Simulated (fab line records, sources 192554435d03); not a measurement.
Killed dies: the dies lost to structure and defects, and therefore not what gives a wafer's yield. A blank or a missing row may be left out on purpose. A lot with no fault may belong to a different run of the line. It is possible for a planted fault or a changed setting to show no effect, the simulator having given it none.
The tool behind it: which one? ; flow n5-finfet ; 9 lots with 27 wafers sampled at 6 steps, on a route of 1938 steps

## WHAT THE GAUGES SHOWED, per wafer
N5_ZERO_LAYER_INSPECT_20: inspects for defects (darkfield).
lot;measured;on;raw-defect-count
L669;day 2 01:30;defect-inspect-02;81 32 49
L672;day 2 19:32;defect-inspect-01;40 27 15
L673;day 3 01:23;defect-inspect-01;45 41 36
L674;day 3 07:48;defect-inspect-01;52 32 31
L676;day 3 19:37;defect-inspect-01;41 52 49
L677;day 4 01:16;defect-inspect-02;12 21 24
L684;day 5 19:23;defect-inspect-02;1496 1473 1455
L687;day 6 13:15;defect-inspect-02;1436 1443 1409
L689;day 7 01:37;defect-inspect-02;37 42 29

N5_WELL_APT_INSPECT_10: inspects for defects (macro).
lot;measured;on;raw-defect-count
L669;day 2 01:52;defect-inspect-02;5 1 0
L672;day 2 19:54;defect-inspect-01;2 0 2
L673;day 3 01:44;defect-inspect-02;3 1 4
L674;day 3 08:10;defect-inspect-02;3 4 1
L676;day 3 20:06;defect-inspect-02;4 4 4
L677;day 4 01:37;defect-inspect-02;5 0 1
L684;day 5 19:44;defect-inspect-02;>300 >300 >300
L687;day 6 13:44;defect-inspect-01;>300 >300 >300
L689;day 7 01:59;defect-inspect-01;0 1 2

N5_WELL_APT_INSPECT_38: inspects for defects (darkfield).
lot;measured;on;raw-defect-count
L669;day 2 04:46;defect-inspect-02;12 16 11
L672;day 2 23:13;defect-inspect-01;9 8 17
L673;day 3 04:53;defect-inspect-01;13 16 6
L674;day 3 11:22;defect-inspect-01;19 11 15
L676;day 3 23:20;defect-inspect-01;9 14 11
L677;day 4 04:42;defect-inspect-01;5 14 9
L684;day 5 22:46;defect-inspect-02;1424 1397 1402
L687;day 6 16:55;defect-inspect-01;1437 1435 1390
L689;day 7 04:48;defect-inspect-01;16 16 11

## TOOL THAT RAN EACH LOT (tool first, then ch and the chambers of the sampled wafers, then the start)
lot;N5_ZERO_LAYER_DESCUM_16;N5_ZERO_LAYER_ETCH_17;N5_ZERO_LAYER_STRIP_19
L669;rie-diel-06 ch 1,2,3, day 2 00:55;rie-diel-06 ch 1,2,3, day 2 00:57;wet-bench-06 ch 0,2,6, day 2 01:13
L672;rie-diel-01 ch 0,2, day 2 18:58;rie-diel-01 ch 0,2, day 2 19:00;wet-bench-01 ch 1,2,7, day 2 19:16
L673;rie-diel-02 ch 1,2,3, day 3 00:48;rie-diel-02 ch 1,2,3, day 3 00:50;wet-bench-02 ch 1,2,7, day 3 01:06
L674;rie-diel-02 ch 1,2,3, day 3 07:14;rie-diel-02 ch 1,2,3, day 3 07:16;wet-bench-01 ch 0,1,7, day 3 07:32
L676;rie-diel-01 ch 0,1,3, day 3 18:41;rie-diel-01 ch 0,1,3, day 3 18:43;wet-bench-01 ch 0,1,6, day 3 19:20
L677;rie-diel-06 ch 2,3, day 4 00:41;rie-diel-06 ch 2,3, day 4 00:43;wet-bench-06 ch 1,2,6, day 4 00:59
L684;rie-diel-02 ch 1,3, day 5 18:48;rie-diel-02 ch 1,3, day 5 18:50;wet-bench-06 ch 4,6,7, day 5 19:06
L687;rie-diel-06 ch 0,1, day 6 12:41;rie-diel-06 ch 0,1, day 6 12:43;wet-bench-06 ch 3,6,7, day 6 12:59
L689;rie-diel-02 ch 1,3, day 7 01:02;rie-diel-02 ch 1,3, day 7 01:04;wet-bench-02 ch 3,6,7, day 7 01:21
- N5_ZERO_LAYER_DESCUM_16: chemistry O2, time 7.9 s.
- N5_ZERO_LAYER_ETCH_17: etches SiO2 in CF4, target depth 12 nm, time 13.3 s.
- N5_ZERO_LAYER_STRIP_19: strips in SPM, time 900 s.

## AS READ BY THE TOOLS THEMSELVES (means over the sampled wafers that have a number; for cases with no such wafer, the mark the record gives instead)
N5_ZERO_LAYER_DESCUM_16.
lot;tool;chamber-pressure-mTorr (mTorr);drypump-motor-current-A (A);oes-product-au (a.u.);rf-vpp-V (V);showerhead-plenum-p-Torr (Torr);throttle-valve-pct (%)
L669;rie-diel-06;19.994;5.53;0.80;243.8;2.17;20.25
L672;rie-diel-01;20.006;5.54;0.76;242.6;2.08;20.62
L673;rie-diel-02;19.998;5.61;0.87;243.1;2.07;20.23
L674;rie-diel-02;20.003;5.61;0.86;242.5;2.07;20.24
L676;rie-diel-01;20.006;5.35;0.81;243.5;2.11;20.51
L677;rie-diel-06;20.007;5.58;0.80;244.3;2.20;20.15
L684;rie-diel-02;20.014;5.55;0.84;242.1;2.03;20.43
L687;rie-diel-06;20.019;5.48;0.70;243.7;2.07;20.55
L689;rie-diel-02;20.001;5.55;0.82;242.7;2.03;20.42

N5_ZERO_LAYER_ETCH_17.
lot;tool;chamber-pressure-mTorr (mTorr);drypump-motor-current-A (A);oes-product-au (a.u.);rf-vpp-V (V);showerhead-plenum-p-Torr (Torr);throttle-valve-pct (%)
L669;rie-diel-06;39.99;5.53;0.81;953;2.21;15.45
L672;rie-diel-01;39.97;5.54;0.77;946;2.12;15.78
L673;rie-diel-02;40.00;5.62;0.88;947;2.11;15.39
L674;rie-diel-02;40.04;5.62;0.87;946;2.11;15.40
L676;rie-diel-01;40.04;5.37;0.80;948;2.15;15.65
L677;rie-diel-06;40.00;5.59;0.81;954;2.24;15.37
L684;rie-diel-02;40.00;5.55;0.84;945;2.07;15.55
L687;rie-diel-06;40.00;5.44;0.71;948;2.13;15.83
L689;rie-diel-02;39.99;5.54;0.83;944;2.07;15.58

## THE ANSWER, worked out from the rows above alone
Rule: usual is defined by the lots themselves. Put in order of their means at a reading, lots are off if they are a third of the lots or fewer, leave a main group of 4 or more, and stand apart from it by a gap of 3 or more times the standard deviation of the main group's means; of several such gaps the widest counts. If all means in a main group match to the digits the tables above print for the reading, that group is not used. Also off: a lot with no number at a reading for which 4 or more lots have one. Any other lot the step has rows for is counted as sound. Order of review: gauges by route order, followed by the tools' own readings, for which a lot's mean as printed above is used. The first step at which some lot is off is used, and at that step the reading that is off furthest; a lot without a number counts as furthest.
Off: L684, L687, at N5_ZERO_LAYER_INSPECT_20 (raw-defect-count). Main group: mean 38, sd 11.
A tool fits if, at a process step before that reading, it ran every lot that is off, and no sound lot after the first of them. The gauges at N5_ZERO_LAYER_INSPECT_20 are tried like those tools. One fits: wet-bench-06 at N5_ZERO_LAYER_STRIP_19. Its last sound lot is L677 (day 4 00:59), its first lot that is off L684 (day 5 19:06): a fault that began between those two fits.

## WHAT HAD BEEN PUT IN BY THE SIMULATOR
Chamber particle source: wet-bench-06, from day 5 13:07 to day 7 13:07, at N5_ZERO_LAYER_STRIP_19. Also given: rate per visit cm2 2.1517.
Struck lots among those shown: L684, L687. Same finding as the rule above.
